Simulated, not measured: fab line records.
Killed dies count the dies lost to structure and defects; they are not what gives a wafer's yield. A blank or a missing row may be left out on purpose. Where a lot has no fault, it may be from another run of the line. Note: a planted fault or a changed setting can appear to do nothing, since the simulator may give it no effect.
A struck lot beside a sound one + flow n5-finfet + 39 steps out of a route of 1938
Sound: wafers L291.1, L291.3, L291.6. Wafers struck: L302.1, L302.4, L302.5. The cause is given at the end.
Per side, at each step with rows, come the tool, then ch with its chambers, and then its first start. Under that, the readings that differ: sound wafers + struck wafers + difference of the means + sigmas: that difference in standard deviations of wafers without a fault.
alike: words and numbers the same on both sides, and readings whose means are apart by under 2 such deviations; not compared: readings that were withheld, readings missing a value for some wafer, numbers with overlapping values and no deviation given by the record, and bounds like >300 which may hide the same value.
The two part at a step that has a row with sigmas, a row that says differs or no value, or rows on one side only. Numbers that have no deviation but don't overlap get no sigmas and don't part them. A reading that every wafer of one side lacks parts them only if that side has two wafers or more.

first, 9 steps without rows for these wafers: N5_BEOL_M0_CUTY_EXPOSE_54 (exposes mask M0 ABLK); N5_BEOL_M0_CUTY_PEB_55 (peb time 60 s); N5_BEOL_M0_CUTY_DEVELOP_56 (develop time 30 s); N5_BEOL_M0_CUTY_DESCUM_61 (chemistry O2, time 7.9 s); N5_BEOL_M0_CUTY_ETCH_62 (etches SiARC in CF4, time 58.5 s); N5_BEOL_M0_CUTY_ETCH_63 (etches SOC in N2/H2, target depth 82.7 nm, overetch 16.5 nm, time 124 s); N5_BEOL_M0_CUTY_STRIP_64 (strips in N2/H2); N5_BEOL_M0_ETCH_138 (etches SiCN in CH3F/O2, target depth 12 nm, time 31.6 s); N5_BEOL_M0_HM_OPEN_105 (chemistry Cl2/BCl3, target TiN, target depth 12 nm).
N5_BEOL_M0_STRIP_140: strips in CF4.
  sound on rie-diel-05 ch 0,1, day 6 10:57; struck on rie-diel-01 ch 1,2,3, day 9 10:14
  no value came back on the struck wafers for any of 9 readings (bias-power-w (W), cf4-flow-sccm (sccm) and others); on the sound wafers bias-power-w (W) reads 74.97 75.10 75.01
  not compared: rf-hours-counter-h
then, 27 steps without rows for these wafers: N5_BEOL_M0_STRIP_104 (strips in N2/H2); N5_BEOL_M0_WET_ETCH_106 (etches SiO2 in DHF, target depth 130 nm, rinse time 30 s); N5_BEOL_M0_ETCH_128 (etches SiCN in CF4/N2, target depth 12 nm, overetch 5.1 nm, time 21.4 s); N5_BEOL_M0_TRENCH_ETCH_107 (etches SiOC in C4F6/O2, target depth 32.8 nm, time 16.4 s); N5_BEOL_M0_STRIP_142 (strips in N2/H2, time 10 s); N5_BEOL_M0_HM_STRIP_129 (strips TiN in peroxide tin strip, target depth 17 nm, time 108 s); N5_BEOL_M0_SRD_130 (time 30 s); N5_BEOL_M0_ETCH_109 (etches SiCN in CH3F/O2, target depth 8 nm, overetch 2.4 nm, time 27.4 s); N5_BEOL_M0_STRIP_139 (strips in post etch residue remover, time 60 s); N5_BEOL_M0_SRD_111 (time 30 s); N5_BEOL_M0_DEGAS_112 (time 60 s); N5_BEOL_M0_PRE_CLEAN_113 (time 30 s); N5_BEOL_M0_ALD_136 (deposits TaN, pulse time 2 s, purge time 3 s, co reactant purge time 2 s); N5_BEOL_M0_SURFACE_TREAT_137; N5_BEOL_M0_CVD_115 (deposits Co from CCTBA/H2, time 120 s); N5_BEOL_M0_SPUTTER_116 (material Cu, target thk 4 nm, time 7.37 s); N5_BEOL_M0_ANNEAL_117 (time 60 s); N5_BEOL_M0_SPUTTER_132 (material Cu, target thk 4 nm, time 7.37 s); N5_BEOL_M0_ANNEAL_133 (time 60 s); N5_BEOL_M0_SPUTTER_134 (material Cu, target thk 4 nm, time 7.37 s); N5_BEOL_M0_ANNEAL_135 (time 60 s); N5_BEOL_M0_SPUTTER_141 (material Cu, target thk 4 nm, time 7.37 s); N5_BEOL_M0_ECD_118 (material Cu, target thk 300 nm); N5_BEOL_M0_ANNEAL_119 (time 90 s); N5_BEOL_M0_CMP_120 (polishes, stops on SiOC, t overpolish 6.9 s); N5_BEOL_M0_PRE_CLEAN_131 (time 15 s); N5_BEOL_M0_CO_CAP_123 (material Co, precursor CCTBA/H2, target thk 2 nm, time 102.1 s).
N5_BEOL_M4_RC_MEAS_101:
  sound on prober-01 ch 0, day 8 18:39; struck on prober-01 ch 0, day 11 07:37
| reading        | sound             | struck            | difference | sigmas |
|----------------|-------------------|-------------------|------------|--------|
| DIBL_P (mV/V)  | 35.6 37.4 37.0    | 32.3 32.2 34.0    | -3.8       | -3     |
| IOFF_N (nA/um) | 0.161 0.202 0.201 | 0.129 0.132 0.154 | -0.050     | -2     |
| IOFF_P (nA/um) | 0.217 0.257 0.250 | 0.159 0.155 0.178 | -0.077     | -3     |
| VT_N (mV)      | 246.7 246.3 248.6 | 253.5 253.5 252.0 | +5.8       | +2     |
| VT_P (mV)      | -247 -248 -248    | -258 -256 -256    | -9         | -3     |
  alike: DIBL_N, ION_N, ION_P, SS_N, SS_P
-- the record jumps here: 5 days lie between the struck wafers' starts before and after (it left off in module BEOL_M4 and takes up again in module PASSIVATION, whose first step shown is number 1936 of the route) --
N5_PASSIVATION_PROBE_49:
  the record has rows for the struck wafers here (prober-01, day 15 19:54) and none for the sound ones

WHERE THEY PART
Last at N5_PASSIVATION_PROBE_49 as far as this record goes, first at N5_BEOL_M0_STRIP_140.

WHY: what had been put in by the simulator
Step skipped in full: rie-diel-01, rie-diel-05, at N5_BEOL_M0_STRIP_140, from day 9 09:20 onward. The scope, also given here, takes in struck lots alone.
